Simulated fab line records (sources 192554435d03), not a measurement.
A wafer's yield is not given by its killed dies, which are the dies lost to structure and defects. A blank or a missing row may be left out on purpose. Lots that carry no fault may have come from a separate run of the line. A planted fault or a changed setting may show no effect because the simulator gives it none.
fab line records	flow n5-finfet
record: lots: 10	wafers: 28	last-day: 19
route steps=1938 shown BEOL_M0@738 BEOL_M1@770 BEOL_M4@1111 PASSIVATION@1936
lots that met no fault: taken from a fault-free run of the same line
start-h: the number of hours between the record's first day and the start of the first shown wafer of the lot	wait-h: hours elapsed since this lot's preceding step	" same as the row above	L1.1+2: a row that stands for several wafers	- no value, or no start given	* or withheld: withheld	< > ~ a bound
route shown NAME@n: a module of which the file shows steps, and the number in the route of the first	usual: mean and standard deviation over wafers with no fault	same: alike in all rows	chamber/n: place in a boat	sites: each site's reading	_std_site: standard deviation of those values	_edge_site: the outer-site mean with the inner-site mean subtracted	radius-mm: for every site, how far away it sits from the centre of the wafer	mask NAME#n: copy n	behind: tool/chamber where the wafer was last shaped	hold: reason for holding the lot/hours on hold/outcome of the hold	device: whichever transistor did not switch (one of n, p or np)	end of line: tests run on the same wafers once the route is complete	for a step that has no rows: nothing shown but its recipe	killed: the dies lost at the first sort to structure and to defects; this is not the yield of the wafer	map: shows each die of a wafer: x if killed, . if not, _ if none is there
set.NAME: the run value of the setting; set.NAME@STEP: its run value at that earlier step	model.NAME: the simulator's own value behind a step, which no gauge read
one table for each step of the route and one row for each wafer, over a sample of lots
services: from which hour (start-h, from the record's first day; less than 0 if before it) a tool's chamber was out of use, for how many hours, and why
== steps ==
step: N5_BEOL_M0_SPUTTER_134
recipe: material: Cu	target-thk-a: 40	temp-c: -20	chamber-pressure-pa: 0.07	power-w: withheld	time-s: 7.37
usual: susceptor-temp-C: -19.99/0.1	throttle-valve-pct: 30.0/0.99
lot.wafer	tool	chamber	start-h	wait-h	susceptor-temp-C	throttle-valve-pct
L948.2	pvd-sputter-02	-	117.26	0.0	-20.19	29.9
L948.3	"	-	"	"	-19.88	31.0
L948.5	"	-	"	"	-19.92	28.4
L950.1	pvd-sputter-01	-	131.70	0.0	-19.97	30.6
L950.2	"	-	"	"	-19.95	28.1
L950.6	"	-	"	"	-20.10	28.2
L952.1	pvd-sputter-02	-	141.20	0.0	-19.88	28.2
L952.4	"	-	"	"	-20.11	29.8
L954.1	pvd-sputter-01	-	152.71	0.0	-20.12	31.0
L954.6	"	-	"	"	-20.15	31.2
L953.1	pvd-sputter-01	-	155.73	0.0	-20.08	30.7
L953.3	"	-	"	"	-20.06	30.1
L953.6	"	-	"	"	-19.96	30.0
L955.1	pvd-sputter-02	-	159.42	0.0	-20.13	28.4
L955.4	"	-	"	"	-20.05	30.5
L955.6	"	-	"	"	-20.01	28.1
L963.1	pvd-sputter-03	-	212.27	0.0	-20.15	31.2
L963.2	"	-	"	"	-20.11	30.3
L963.6	"	-	"	"	-20.13	30.9
L966.1	pvd-sputter-03	-	227.50	0.0	-20.13	30.2
L966.3	"	-	"	"	-19.74	30.3
L966.4	"	-	"	"	-19.89	30.9
L968.1	pvd-sputter-01	-	240.99	0.0	-20.09	30.5
L968.3	"	-	"	"	-20.13	30.1
L968.5	"	-	"	"	-19.98	30.6
L969.4	pvd-sputter-01	-	250.15	0.0	-19.97	30.9
L969.5	"	-	"	"	-19.89	27.9
L969.6	"	-	"	"	-20.01	30.4
step: N5_BEOL_M0_ANNEAL_119
recipe: temp-c: 225	time-s: 90	ambient: N2
usual: wafer_temp_C_max: 225.85/0.25
lot.wafer	tool	chamber	start-h	wait-h	wafer_temp_C_max
L948.2	rtp-anneal-02	0	117.63	0.1	226.18
L948.3	"	0	"	"	225.78
L948.5	"	0	"	"	225.68
L950.1	rtp-anneal-02	0	132.02	0.1	225.63
L950.2	"	0	"	"	225.94
L950.6	"	0	"	"	225.51
L952.1	rtp-anneal-02	0	141.52	0.1	225.90
L952.4	"	0	"	"	225.51
L954.1	rtp-anneal-02	0	153.16	0.2	226.03
L954.6	"	0	"	"	226.33
L953.1	rtp-anneal-01	0	156.04	0.1	226.11
L953.3	"	0	"	"	225.63
L953.6	"	0	"	"	225.78
L955.1	rtp-anneal-01	0	159.74	0.1	226.28
L955.4	"	0	"	"	226.06
L955.6	"	0	"	"	225.96
L963.1	rtp-anneal-01	0	213.11	0.6	225.52
L963.2	"	0	"	"	225.66
L963.6	"	0	"	"	225.61
L966.1	rtp-anneal-02	0	227.83	0.1	225.83
L966.3	"	0	"	"	226.31
L966.4	"	0	"	"	226.07
L968.1	rtp-anneal-02	0	241.37	0.1	225.83
L968.3	"	0	"	"	226.14
L968.5	"	0	"	"	225.86
L969.4	rtp-anneal-01	0	250.60	0.2	225.57
L969.5	"	0	"	"	225.56
L969.6	"	0	"	"	225.60
step: N5_BEOL_M1_ETCH_64
recipe: chemistry: N2/H2	target: SOC	target-depth-a: 750	overetch-a: 150	mask-material: SiARC	temp-c: 40	time-s: 112.5	ion-energy-ev: 200	pressure-mtorr: 30	source-w: 840	bias-w: 150	n2-flow-sccm: 200	h2-flow-sccm: 200
usual: drypump-motor-current-A: 5.74/0.28	oes-product-au: 0.63/0.066	rf-fwd-power-W: 836.7/2.4	rf-vpp-V: 522.7/2.5	showerhead-plenum-p-Torr: 2.51/0.09	throttle-valve-pct: 17.85/0.22
lot.wafer	tool	chamber	start-h	wait-h	drypump-motor-current-A	oes-product-au	rf-fwd-power-W	rf-hours-counter-h	rf-vpp-V	showerhead-plenum-p-Torr	throttle-valve-pct
L948.2	rie-diel-05	2	121.55	0.0	5.34	0.59	835.2	179	524.2	2.50	17.63
L948.3	"	3	"	"	5.95	0.67	835.8	52	525.5	2.61	18.09
L948.5	"	3	"	"	5.94	0.68	837.0	-	524.2	2.61	18.11
L950.1	rie-diel-03	3	134.44	0.0	5.71	0.61	837.8	155	521.7	2.45	18.06
L950.2	"	2	"	"	6.07	0.56	831.9	184	521.0	2.43	17.71
L950.6	"	2	"	"	6.09	0.56	832.5	-	519.8	2.43	17.72
L952.1	rie-diel-06	1	143.19	0.0	5.63	0.60	839.8	155	519.2	2.45	17.95
L952.4	"	3	"	"	5.85	0.62	838.8	128	521.3	2.43	17.64
L954.1	rie-diel-03	2	156.39	0.0	6.08	0.55	838.5	193	520.3	2.42	17.73
L954.6	"	0	"	"	6.43	0.76	835.5	-	521.6	2.48	17.53
L953.1	rie-diel-03	2	160.14	0.0	6.05	0.56	1034.1	195	484.7	2.42	17.74
L953.3	"	3	"	"	5.70	0.61	1038.6	166	484.9	2.44	18.08
L953.6	"	3	"	"	5.71	0.61	1038.2	-	483.7	2.44	18.09
L955.1	rie-diel-03	0	161.94	0.0	6.40	0.75	1036.8	3	485.6	2.48	17.56
L955.4	"	2	"	"	6.07	0.56	1035.3	195	483.9	2.42	17.73
L955.6	"	0	"	"	6.42	0.75	1038.2	-	487.0	2.48	17.54
L963.1	rie-diel-05	3	216.33	0.0	5.96	0.65	834.6	79	525.8	2.60	18.14
L963.2	"	1	"	"	5.78	0.59	837.4	171	525.5	2.65	17.78
L963.6	"	1	"	"	5.77	0.58	836.8	-	527.4	2.65	17.79
L966.1	rie-diel-06	0	231.30	0.0	5.57	0.69	836.4	51	521.6	2.47	17.66
L966.3	"	2	"	"	5.37	0.76	835.2	5	528.6	2.75	17.83
L966.4	"	3	"	"	5.87	0.60	839.4	149	519.7	2.42	17.68
L968.1	rie-diel-06	0	247.29	0.0	5.55	0.68	836.9	57	521.3	2.47	17.69
L968.3	"	1	"	"	5.65	0.59	839.1	188	520.8	2.44	17.99
L968.5	"	0	"	"	5.56	0.67	834.4	-	521.5	2.47	17.67
L969.4	rie-diel-03	0	253.96	0.0	6.40	0.70	837.7	33	522.9	2.47	17.59
L969.5	"	3	"	"	5.72	0.60	836.1	-	521.0	2.43	18.12
L969.6	"	2	"	"	6.07	0.54	836.2	-	519.3	2.41	17.79
step: N5_BEOL_M1_CD_MEAS_28
recipe: landing-energy-ev: 500	detector: se-inlens	target-cd-y-nm: 23.3
usual: cd-nm: 23.89/0.28
lot.wafer	tool	chamber	start-h	wait-h	cd-nm
L948.2	cd-sem-02	0	122.39	-	24.04
L948.3	"	0	"	"	24.11
L948.5	"	0	"	"	23.84
L950.1	cd-sem-02	0	135.15	-	23.64
L950.2	"	0	"	"	23.97
L950.6	"	0	"	"	24.11
L952.1	cd-sem-02	0	143.86	-	23.80
L952.4	"	0	"	"	23.79
L954.1	cd-sem-03	0	157.06	-	23.69
L954.6	"	0	"	"	23.84
L953.1	cd-sem-03	0	160.81	-	23.42
L953.3	"	0	"	"	23.59
L953.6	"	0	"	"	23.38
L955.1	cd-sem-02	0	162.74	-	24.31
L955.4	"	0	"	"	24.59
L955.6	"	0	"	"	23.79
L963.1	cd-sem-03	0	217.13	-	24.45
L963.2	"	0	"	"	23.88
L963.6	"	0	"	"	24.27
L966.1	cd-sem-03	0	232.09	-	23.96
L966.3	"	0	"	"	23.49
L966.4	"	0	"	"	23.57
L968.1	cd-sem-02	0	248.09	-	24.22
L968.3	"	0	"	"	24.09
L968.5	"	0	"	"	24.10
L969.4	cd-sem-02	0	257.75	-	24.00
L969.5	"	0	"	"	23.81
L969.6	"	0	"	"	23.83
step: N5_BEOL_M4_RC_MEAS_101
usual: DIBL_N: 35.8/2.2	DIBL_P: 35.3/2.7	IOFF_N: 0.16/0.043	IOFF_P: 0.21/0.043	ION_N: 676/15	ION_P: 463/9.1	SS_N: 71.4/0.77	SS_P: 73.0/0.79	VT_N: 250/4	VT_P: -249.8/2.8
lot.wafer	tool	chamber	start-h	wait-h	DIBL_N[mV/V]	DIBL_P[mV/V]	IOFF_N[nA/um]	IOFF_P[nA/um]	ION_N[uA/um]	ION_P[uA/um]	SS_N[mV/dec]	SS_P[mV/dec]	VT_N[mV]	VT_P[mV]
L948.2	prober-02	0	176.18	0.2	37.7	39.0	0.19	0.24	689	474	70.9	72.4	242	-246.0
L948.3	"	0	"	"	40.3	41.7	0.25	0.30	708	481	71.5	73.9	240	-244.5
L948.5	"	0	"	"	35.7	37.3	0.17	0.22	694	478	70.7	72.3	244	-247.6
L950.1	prober-02	0	193.49	0.0	29.6	29.3	0.08	0.13	641	453	70.4	72.0	259	-254.3
L950.2	"	0	"	"	38.5	39.2	0.23	0.27	693	474	71.8	74.0	244	-245.1
L950.6	"	0	"	"	38.8	39.7	0.24	0.27	691	465	72.6	74.1	245	-245.0
L952.1	prober-02	0	197.47	0.0	35.9	35.7	0.13	0.19	645	447	71.4	73.9	255	-252.4
L952.4	"	0	"	"	38.0	37.9	0.19	0.22	697	470	71.5	74.1	246	-249.1
L954.1	prober-01	0	212.31	0.0	35.9	37.5	0.16	0.20	672	460	71.6	73.0	249	-250.0
L954.6	"	0	"	"	36.5	38.6	0.16	0.23	661	454	71.9	73.5	250	-248.3
L955.1	prober-02	0	213.38	0.0	35.1	34.8	0.15	0.20	665	456	71.2	72.8	251	-251.9
L955.4	"	0	"	"	32.4	32.2	0.11	0.17	673	463	70.6	72.5	253	-250.5
L955.6	"	0	"	"	36.9	36.6	0.18	0.23	680	460	72.2	73.7	248	-249.3
L953.1	prober-02	0	216.24	0.0	37.4	36.2	0.17	0.24	681	474	71.5	73.3	251	-248.1
L953.3	"	0	"	"	35.7	34.5	0.14	0.22	690	474	71.5	72.7	248	-248.2
L953.6	"	0	"	"	38.7	38.2	0.19	0.28	695	475	72.6	73.8	247	-247.4
L963.1	prober-01	0	265.80	0.0	39.1	39.6	0.22	0.26	688	468	71.5	74.2	245	-250.3
L963.2	"	0	"	"	34.7	33.9	0.14	0.19	677	466	71.0	72.7	251	-252.1
L963.6	"	0	"	"	33.8	33.5	0.14	0.17	689	465	70.9	73.3	251	-254.2
L966.1	prober-02	0	293.45	0.0	34.2	33.5	0.12	0.18	666	460	70.2	72.3	255	-250.9
L966.3	"	0	"	"	33.0	34.1	0.13	0.19	670	469	70.6	72.6	249	-249.6
L966.4	"	0	"	"	39.0	40.5	0.24	0.30	702	486	71.8	74.1	244	-244.9
L968.1	prober-01	0	309.86	0.0	34.8	32.2	0.11	0.18	671	458	71.5	72.6	254	-251.6
L968.3	"	0	"	"	34.6	30.8	0.10	0.16	649	457	71.3	72.3	258	-251.8
L968.5	"	0	"	"	37.2	34.4	0.14	0.21	669	468	71.7	73.1	252	-248.4
L969.4	prober-02	0	310.06	0.5	33.6	33.1	0.12	0.17	673	463	70.5	72.1	251	-255.0
L969.5	"	0	"	"	34.4	32.8	0.14	0.16	679	453	71.0	72.0	252	-253.8
L969.6	"	0	"	"	37.1	36.3	0.17	0.21	673	449	72.3	73.5	250	-249.5
step: N5_PASSIVATION_PROBE_49
usual: defect-limited-yield: 91.1/1.4	killed_at_M0_to_M3: 34/11	killed_at_M4_up: 14/5.6	killed-at-contacts: 13/5.9	killed-at-front-end: 40/11	killed-at-other: 4/3.1	killed-dies: 105/16	killed-open: 68/11	killed-short: 34/8.4	sort_bin_5_function: 5.2/0.86	sort_bin_6_memory: 3.2/0.7	sort_bin_8_speed: 0.1/1.1	sort-n-pass: 1074/21	sort-yield-pct: 91.0/1.8
same: gross-dies: 1180	killed-at-back-side: 0	sort_bin_4_leakage[%]: 0
lot.wafer	tool	chamber	start-h	wait-h	defect-limited-yield[%]	killed_at_M0_to_M3	killed_at_M4_up	killed-at-contacts	killed-at-front-end	killed-at-other	killed-dies	killed-open	killed-short	sort_bin_5_function[%]	sort_bin_6_memory[%]	sort_bin_8_speed[%]	sort-n-pass	sort-yield-pct[%]
L953.3	prober-01	-	325.22	0.1	91.9	24	10	5	50	7	96	61	33	5.0	2.8	0	1084	91.9
killed by level:class
L953.3 FIN_SAQP:geometric-particle:open=14 GATE_CUT:geometric-particle:short=9 FIN_SAQP:geometric-particle:short=8 BEOL_M0_SAQP:geometric-particle:open=7 BEOL_M4:geometric-particle:open=6 STI_FIN_REVEAL:geometric-particle:open=5 MOL_CONTACT_COAG:geometric-particle:open=4 BEOL_M1:geometric-particle:open=4
== services ==
tool	chamber	start-h	hours	kind
rie-diel-05	0	98.68	-	clean
rie-diel-05	0	98.68	-	consumable-replace:focus-ring
rie-diel-05	0	98.68	32.0	scheduled-down
rie-diel-05	0	98.68	32.0	vent-cycle
rie-diel-03	0	116.90	-	clean
rie-diel-03	0	116.90	-	consumable-replace:esc
rie-diel-03	0	116.90	-	consumable-replace:focus-ring
rie-diel-03	0	116.90	35.8	scheduled-down
rie-diel-03	0	116.90	35.8	vent-cycle
pvd-sputter-03	-	138.10	13.5	repair
rie-diel-03	1	154.43	5.8	repair
rie-diel-06	3	165.87	11.5	repair
pvd-sputter-02	-	177.90	0.7	repair
rie-diel-06	2	182.28	6.3	repair
rie-diel-06	2	188.79	-	clean
rie-diel-06	2	188.79	-	consumable-replace:focus-ring
rie-diel-06	2	188.79	-	consumable-replace:showerhead
rie-diel-06	2	188.79	20.9	scheduled-down
rie-diel-06	2	188.79	20.9	vent-cycle
rie-diel-03	3	204.13	13.8	repair
rie-diel-06	-	216.83	4.3	pm
rie-diel-05	3	228.51	2.4	repair
rie-diel-06	2	235.86	5.7	repair
rie-diel-05	-	249.68	4.3	pm
== key ==
first-sign: step: N5_BEOL_M1_ETCH_64	reading: rf-fwd-power-W	direction: up	sigmas: 82	usual: *	struck: *
effect: step: N5_BEOL_M1_ETCH_64	reading: rf-vpp-V	direction: down	sigmas: 15	usual: 522.7	struck: 485.0
met-at N5_BEOL_M1_ETCH_64
struck-lots L953,L955
not-acting-at N5_BEOL_M0_SPUTTER_134,N5_BEOL_M0_ANNEAL_119,N5_BEOL_M1_CD_MEAS_28
onset-between 156.39 160.14
fault: kind: process-parameter-drift	tool: rie-diel-03	chamber: -	onset-h: 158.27	steps: N5_BEOL_M1_ETCH_64	channel: source-w	offset: 201.6	shape: step	end-h: 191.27	acts-in: these-recipes-only	stated: 840
